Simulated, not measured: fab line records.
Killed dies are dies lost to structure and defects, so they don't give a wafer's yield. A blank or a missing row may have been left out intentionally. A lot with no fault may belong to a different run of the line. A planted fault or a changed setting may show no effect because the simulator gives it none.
A lot that was struck, set against a sound lot -- flow n5-finfet -- 14 out of 1938 route steps
Sound: wafers L314.1, L314.4, L314.5. The struck wafers were L308.2, L308.3, L308.4. Last of all comes the cause.
Each step with rows lists, per side, the tool, then ch with its chambers, then its first start. Under that, the readings that differ: sound wafers -- struck wafers -- difference of the means -- sigmas: that difference in standard deviations of wafers without a fault.
alike: a reading whose means differ by less than 2 such deviations, as well as words and numbers matching on both sides. not compared: withheld readings; readings where some wafer has no value; bounds like >300 that might hide an equal value; numbers whose values overlap and for which the record gives no deviation.
A row with sigmas, a row that says differs or no value, or rows on one side alone: a step with any of these is where the two part. Non-overlapping numbers with no deviation appear without sigmas and do not part them. A reading that every wafer of one side lacks parts them only if that side has two wafers or more.

first, 2 steps without rows for these wafers: N5_HKMG_FIN_WET_ETCH_81 (etches TiN in SC1, stops on HfO2, time 57 s, target depth 6 nm); N5_HKMG_FIN_WET_ETCH_82 (etches La2O3 in dHCl, stops on HfO2, target depth 2 nm, rinse time 30 s).
N5_HKMG_FIN_ALD_36: deposits TiN, target thk 1 nm, pulse time 1 s, purge time 3 s.
  sound on ald-metal-03 ch 1,2,3, day 9 15:48; struck on ald-metal-03 ch 0,1,2, day 7 20:44
  alike: heater-power-w, precursor-pulse-height-rel
N5_HKMG_FIN_THK_MEAS_70: measures by xrf.
  sound: film-metro-02 at day 9 16:05; struck: film-metro-02 at day 7 21:01
  alike: HK_THK
N5_HKMG_FIN_PWFM_ALD_03: deposits TiN, target thk 2 nm, pulse time 1 s, purge time 3 s.
  sound on ald-metal-02 ch 0,1,2, day 9 16:07; struck on ald-metal-04 ch 0,1,3, day 7 21:03
reading,sound,struck,difference,sigmas
precursor-pulse-height-rel,1.011 1.015 1.021,0.999 0.978 0.942,-0.043,-2
  alike: heater-power-w
then, 7 steps without rows for these wafers: N5_HKMG_FIN_COAT_29 (time 60 s, resist thk 300 nm); N5_HKMG_FIN_COAT_30 (time 60 s, resist thk 35 nm); N5_HKMG_FIN_COAT_06 (resist thk 90 nm); N5_HKMG_FIN_EBR_08; N5_HKMG_FIN_SOFTBAKE_07 (time 60 s); N5_HKMG_FIN_EXPOSE_09 (exposes mask NWFM); N5_HKMG_FIN_PEB_10 (peb time 60 s).
N5_HKMG_FIN_DEVELOP_11: develop time 30 s.
  sound on litho-track-01 ch 0, day 9 16:53; struck on litho-track-04, day 7 21:43
  no value came back on the struck wafers for chill-plate-temp-C (C), develop-time-s (s), resist-line-temp-C (C); on the sound wafers chill-plate-temp-C (C) reads 22.92 22.85 22.88
reading,sound,struck,difference,sigmas
model.CAR-ArF_of_HKMG_FIN_COAT_06.thk-nm (nm),88.8 89 89.2,90.2 89.8 89.8,+0.9,
N5_HKMG_FIN_CD_MEAS_12 targets a cd of 92.8 nm.
  sound on cd-sem-03 ch 0, day 9 16:58; struck on cd-sem-01 ch 0, day 7 21:46
reading,sound,struck,difference,sigmas
cd-nm (nm),92.1 93.4 93.2,- - -,no value on the struck wafers,

WHERE THEY PART
At N5_HKMG_FIN_PWFM_ALD_03 first; at N5_HKMG_FIN_CD_MEAS_12 last (within this record only).

WHY: what had been put in by the simulator
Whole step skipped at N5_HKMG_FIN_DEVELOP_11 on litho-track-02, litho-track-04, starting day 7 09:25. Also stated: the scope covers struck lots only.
